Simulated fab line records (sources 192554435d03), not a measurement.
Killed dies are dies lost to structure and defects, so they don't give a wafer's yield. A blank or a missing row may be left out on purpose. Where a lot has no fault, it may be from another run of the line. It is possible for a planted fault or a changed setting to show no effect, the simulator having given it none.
Commonality check across tools | flow n5Finfet | Lots sampled 9, wafers sampled 27

== THE REASON FOR OPENING IT ==
On 2 of the 9 lots, a flag is raised at N5_SD_EPI_N_CD_MEAS_09 on the reading cdNm. No-fault wafers: 119.7 nm, standard deviation 0.56.
Rule: a lot gets a flag if all its wafers with a number sit over 4 standard deviations from that mean, or if no wafer of it has a number. The rest of the lots are taken to be sound.

lot  | measured    | on       | cdNm (nm), wafer by wafer | flag
L942 | day 3 06:58 | cdSem-02 | 119.0 119.0 118.5         | 
L945 | day 4 00:49 | cdSem-03 | 118.7 118.4 119.3         | 
L947 | day 4 12:05 | cdSem-02 | 119.4 119.8 119.7         | 
L951 | day 5 15:39 | cdSem-03 | 119.5 118.8 119.2         | 
L953 | day 6 01:30 | cdSem-01 | 91.6 90.5 90.5            | FLAGGED
L954 | day 6 07:50 | cdSem-01 | 98.4 97.2 98.2            | FLAGGED
L958 | day 7 05:10 | cdSem-02 | 119.0 118.9 118.9         | 
L959 | day 7 13:58 | cdSem-03 | 119.5 119.4 119.6         | 
L962 | day 8 07:35 | cdSem-02 | 120.6 121.0 119.8         | 
The mean of the flagged lots' numbers is 94.4 nm, -25.3 nm from the usual (-45 standard deviations).

== WHICH TOOL RAN EACH LOT ==
3 process steps preceding the reading are held in the record, out of 1938 steps in the route. In each cell: the tool, then ch and the chambers that the sampled wafers went through, then the start.
lot  | flag    | N5_DUMMY_GATE_TRIM_49          | N5_DUMMY_GATE_HM_OPEN_21         | N5_SD_EPI_N_EXPOSE_06
L942 |         | rieSi-05 ch 0,1,3, day 3 05:05 | rieDiel-04 ch 0,1, day 3 05:25   | arfiScanner-02 ch 0, day 3 06:50
L945 |         | rieSi-05 ch 1,2, day 3 22:38   | rieDiel-04 ch 0,1, day 3 22:56   | arfiScanner-03 ch 0, day 4 00:41
L947 |         | rieSi-02 ch 0,1, day 4 09:58   | rieDiel-05 ch 1,2,3, day 4 10:25 | arfiScanner-01 ch 0, day 4 11:58
L951 |         | rieSi-05 ch 1,2,3, day 5 13:34 | rieDiel-05 ch 1,2,3, day 5 13:50 | arfiScanner-03 ch 0, day 5 15:31
L953 | FLAGGED | rieSi-05 ch 0,1,3, day 5 23:30 | rieDiel-03 ch 0,3, day 5 23:47   | arfiScanner-03 ch 0, day 6 01:22
L954 | FLAGGED | rieSi-02 ch 0,1, day 6 05:29   | rieDiel-04 ch 2,3, day 6 05:46   | arfiScanner-03 ch 0, day 6 07:43
L958 |         | rieSi-05 ch 0,2,3, day 7 03:00 | rieDiel-05 ch 1,2,3, day 7 03:17 | arfiScanner-01 ch 0, day 7 05:02
L959 |         | rieSi-05 ch 2,3, day 7 11:53   | rieDiel-04 ch 0,1,3, day 7 12:17 | arfiScanner-02 ch 0, day 7 13:50
L962 |         | rieSi-04 ch 0,1,3, day 8 05:23 | rieDiel-03 ch 0,2,3, day 8 05:40 | arfiScanner-02 ch 0, day 8 07:28
What the steps here do:
- N5_DUMMY_GATE_TRIM_49: chemistry O2, time 29 s, target cd 14 nm.
- N5_DUMMY_GATE_HM_OPEN_21: chemistry CH3F/O2, target SiNx, target depth 120 nm, time 171.4 s.
- N5_SD_EPI_N_EXPOSE_06: exposes mask SD N BLK, target cd 120 nm.
- N5_SD_EPI_N_CD_MEAS_09: target cd 120 nm.

== FLAGGED OVER TOTAL, TOOL BY TOOL (the gauges that took the reading come last) ==
step                     | tool           | lots run | flagged | share of the flagged lots | sound lots run after its first flagged lot
N5_DUMMY_GATE_TRIM_49    | rieSi-02       | 2        | 1       | some                      | 0
N5_DUMMY_GATE_TRIM_49    | rieSi-04       | 1        | 0       | none                      | -
N5_DUMMY_GATE_TRIM_49    | rieSi-05       | 6        | 1       | some                      | 2 (L958,L959)
N5_DUMMY_GATE_HM_OPEN_21 | rieDiel-03     | 2        | 1       | some                      | 1 (L962)
N5_DUMMY_GATE_HM_OPEN_21 | rieDiel-04     | 4        | 1       | some                      | 1 (L959)
N5_DUMMY_GATE_HM_OPEN_21 | rieDiel-05     | 3        | 0       | none                      | -
N5_SD_EPI_N_EXPOSE_06    | arfiScanner-01 | 2        | 0       | none                      | -
N5_SD_EPI_N_EXPOSE_06    | arfiScanner-02 | 3        | 0       | none                      | -
N5_SD_EPI_N_EXPOSE_06    | arfiScanner-03 | 4        | 2       | all                       | 0
N5_SD_EPI_N_CD_MEAS_09   | cdSem-01       | 2        | 2       | all                       | 0
N5_SD_EPI_N_CD_MEAS_09   | cdSem-02       | 4        | 0       | none                      | -
N5_SD_EPI_N_CD_MEAS_09   | cdSem-03       | 3        | 0       | none                      | -

== WHAT THE TABLE PERMITS ==
2 rows of the table ran every flagged lot: arfiScanner-03 at N5_SD_EPI_N_EXPOSE_06, cdSem-01 at N5_SD_EPI_N_CD_MEAS_09.
- arfiScanner-03 at N5_SD_EPI_N_EXPOSE_06 ran 4 lots, 2 of them flagged. It ran its last sound lot, L951, at day 5 15:31 and its first flagged lot, L953, at day 6 01:22: a fault with its onset between the two fits. Its own readings lie more than 4 standard deviations out on every wafer of the flagged lots: exposureDoseMJCm2.
- cdSem-01 at N5_SD_EPI_N_CD_MEAS_09 ran 2 lots, 2 of them flagged. In this sample it ran no sound lot ahead of its first flagged lot, so there is no way to narrow down the start.
Counting lots can't tell these 2 tools apart, because each fits a fault that began at some hour. More lots, or a look at what each step does to the wafer, might.

== WHAT THE SIMULATOR HAD PUT IN ==
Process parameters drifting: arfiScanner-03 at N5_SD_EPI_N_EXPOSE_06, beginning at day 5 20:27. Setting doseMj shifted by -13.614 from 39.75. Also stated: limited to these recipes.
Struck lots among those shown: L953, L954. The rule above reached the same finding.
